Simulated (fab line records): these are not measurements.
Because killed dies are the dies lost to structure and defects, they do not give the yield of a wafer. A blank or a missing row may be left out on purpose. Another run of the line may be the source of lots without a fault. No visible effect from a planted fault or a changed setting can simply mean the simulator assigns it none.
A struck lot beside a sound one | flow nandHarc | 13 steps out of a route of 1302
Sound: the wafers L394.1, L394.2, L394.5. The struck wafers were L400.2, L400.4, L400.6. The cause is given at the end.
For every step that has rows: the tool of each side, followed by ch and its chambers, followed by its first start. Under that, the readings that differ: sound wafers | struck wafers | difference of the means | sigmas: that difference in standard deviations of wafers without a fault.
alike: readings with means less than 2 such deviations apart, plus words and numbers identical on both sides. not compared: withheld readings, readings lacking a value on some wafer, bounds such as >300 that could conceal the same value, and numbers that have no deviation in the record and whose values overlap.
Wherever a step has rows on one side only, a row that says differs or no value, or a row with sigmas, the two part there. Numbers that don't overlap but have no deviation are shown without sigmas and don't part them. Lack of a reading on every wafer of one side parts them only where that side has two or more wafers.

NHARC_A_STAIRCASE_STRIP_295: strips in O2.
  sound on rieDiel-01 ch 0,1; struck on rieDiel-03 ch 2,3
  alike: drypumpMotorCurrentA, oesProductAu, rfVppV, showerheadPlenumPTorr, throttleValvePct
  not compared: rfHoursCounterH
then, 3 steps without rows for these wafers: NHARC_A_STAIRCASE_STRIP_296 (strips in SPM, time 900 s); NHARC_A_STAIRCASE_PRECLEAN_297 (cleans in SC1); NHARC_A_STAIRCASE_SRD_298.
NHARC_A_STAIRCASE_HM_DEP_462: deposits aC, target thk 800 nm.
  sound on aclDep-01 ch 0, day 21 14:19; struck on aclDep-01 ch 0, day 23 07:27
  alike: throttleValvePct
NHARC_A_STAIRCASE_DEP_301: deposits SiON, target thk 30 nm.
  sound on pecvd-04 ch 0,2, day 21 16:13; struck on pecvd-02 ch 1,2, day 23 09:04
  alike: heaterPowerW
then, 5 steps without rows for these wafers: NHARC_A_STAIRCASE_DEHYDRATE_302 (time 120 s); NHARC_A_STAIRCASE_HMDS_303 (time 30 s); NHARC_A_STAIRCASE_COAT_304; NHARC_A_STAIRCASE_SOFTBAKE_305 (time 170 s); NHARC_A_STAIRCASE_EBR_306.
NHARC_A_STAIRCASE_EXPOSE_307: exposes mask CHOP 50.
  sound on krfScanner-04 ch 0, day 21 16:47; struck on krfScanner-02 ch 0, day 23 09:37
reading           | sound             | struck            | difference | sigmas
exposureDoseMJCm2 | 45.72 45.67 45.74 | 44.17 44.13 44.16 | -1.56      | -28
  alike: mask
then, 1 step without rows for these wafers: NHARC_A_STAIRCASE_PEB_308 (peb time 130 s).

## WHERE THEY PART
Only at NHARC_A_STAIRCASE_EXPOSE_307, within this record.

WHY: what the simulator had put in
Process parameters drifting: krfScanner-02 at NHARC_A_STAIRCASE_EXPOSE_307, beginning at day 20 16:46. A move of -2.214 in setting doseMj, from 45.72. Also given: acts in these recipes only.
